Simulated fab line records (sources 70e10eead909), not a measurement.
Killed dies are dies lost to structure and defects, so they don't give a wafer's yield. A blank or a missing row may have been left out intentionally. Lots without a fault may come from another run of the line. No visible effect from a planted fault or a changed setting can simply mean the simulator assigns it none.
Matching of chambers	flow nand-harc	4 sister chambers for NHARC_A_CHANNEL_FILL_D2_CMP_10 on cmp-03
The step polishes, target thk 150 nm. 14 wafers are shown with their chamber, then 7 later ones without.

## WAFERS, EACH WITH ITS CHAMBER
wafer	chamber	motor-current-A (A)	time-to-endpoint-s (s)	slurry-filter-dp-kPa (kPa)
L075.1	3	12.3	14.4	13.32
L075.4	0	10.3	11.6	13.53
L075.5	2	10.7	11.8	13.37
L077.3	0	10.1	12.2	13.83
L077.4	1	9.8	12.9	13.43
L077.6	1	10.6	15.0	13.71
L082.1	2	10.9	14.0	13.63
L082.2	3	11.6	17.2	13.68
L082.4	1	10.9	18.6	13.58
L083.2	2	11.0	13.0	13.54
L083.3	0	10.4	12.2	13.68
L083.4	1	10.2	12.0	13.60
L088.1	0	10.2	13.3	13.46
L088.4	3	12.2	14.5	13.55

SIGNATURES, as means of the wafers listed above
reading	chamber 0	chamber 1	chamber 2	chamber 3	scatter within a chamber
motor-current-A	10.250	10.375	10.867	12.033	0.327
time-to-endpoint-s	12.325	14.625	12.933	15.367	1.87
slurry-filter-dp-kPa	13.6250	13.5800	13.5133	13.5167	0.149
Rule: a wafer lies at a distance from a chamber equal to the root of the sum of squares, over the readings, of (its reading less the chamber's mean, divided by the reading's scatter). The wafer belongs to the nearest chamber; if the next one is less than 2 further off, it can't be placed. The scatter is the square root of a quotient: the sum, over the shown wafers, of each reading's squared deviation from its chamber's mean, divided by wafers minus chambers.

## WAFERS WITHOUT THEIR CHAMBER
wafer	motor-current-A (A)	time-to-endpoint-s (s)	slurry-filter-dp-kPa (kPa)
L088.5	11.4	14.0	13.40
L093.3	11.6	16.7	13.18
L093.5	10.2	14.3	13.21
L093.6	9.5	15.1	13.76
L095.1	12.1	15.2	13.39
L095.2	9.5	13.1	13.51
L095.5	10.5	17.2	13.62

## WHICH CHAMBER EACH ONE RAN IN
wafer	from the rows above	in truth
L088.5	can't be placed: 2 or 3 or 1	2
L093.3	can't be placed: 3 or 2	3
L093.5	can't be placed: 1 or 2 or 0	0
L093.6	can't be placed: 0 or 1 or 2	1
L095.1	3	3
L095.2	can't be placed: 0 or 1 or 2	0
L095.5	can't be placed: 1 or 2 or 0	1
Placed correctly: 1 of 7. Cannot be placed on the basis of these rows: 6; the candidates contain the true chamber in 6. 0 placed wrongly.
